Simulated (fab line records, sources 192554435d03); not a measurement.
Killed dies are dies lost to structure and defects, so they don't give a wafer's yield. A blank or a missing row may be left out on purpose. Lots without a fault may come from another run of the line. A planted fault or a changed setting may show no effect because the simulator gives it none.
Chamber matching | flow n5_finfet | N5_FIN_SAQP_HM_DEP_03 on pecvd-03: 3 sister chambers
The step deposits SiNx from SiH4/NH3/N2, target thk 38 nm, time 33.6 s. 3 wafers are shown with their chamber, then 11 later ones without.

WAFERS WITH THEIR CHAMBER
wafer  | chamber | throttle_valve_pct (%)
L090.2 | 2       | 37.1
L090.6 | 0       | 41.6
L092.2 | 1       | 40.6

WAFERS WITHOUT THEIR CHAMBER
wafer  | throttle_valve_pct (%)
L092.3 | 37.2
L092.4 | 41.6
L093.1 | 37.2
L093.2 | 41.6
L093.3 | 40.7
L093.4 | 41.8
L093.5 | 41.0
L093.6 | 36.9
L094.2 | 37.3
L094.3 | 40.6
L094.5 | 37.1

WHICH CHAMBER EACH WENT THROUGH
wafer  | from the rows above     | in truth
L092.3 | 2                       | 2
L092.4 | 0                       | 0
L093.1 | 2                       | 2
L093.2 | 0                       | 0
L093.3 | 1                       | 1
L093.4 | 0                       | 0
L093.5 | can't be placed: 1 or 0 | 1
L093.6 | 2                       | 2
L094.2 | 2                       | 2
L094.3 | 1                       | 1
L094.5 | 2                       | 2
Placed correctly: 10 of 11. Can't be placed from these rows: 1 (the true chamber is among the candidates in 1). Placed wrongly: 0.
How it was worked out, from the rows above alone: a wafer's distance from a chamber is the root of the sum, over the readings, of the square of ((its reading less the chamber's mean) divided by the reading's scatter). The wafer belongs to the nearest chamber; if the next one is less than 2 further off, it can't be placed. A chamber's mean is the mean of its shown wafers. The scatter: with one shown wafer a chamber, the root of the mean of the squares of how far each hidden wafer lies from its nearest shown one.
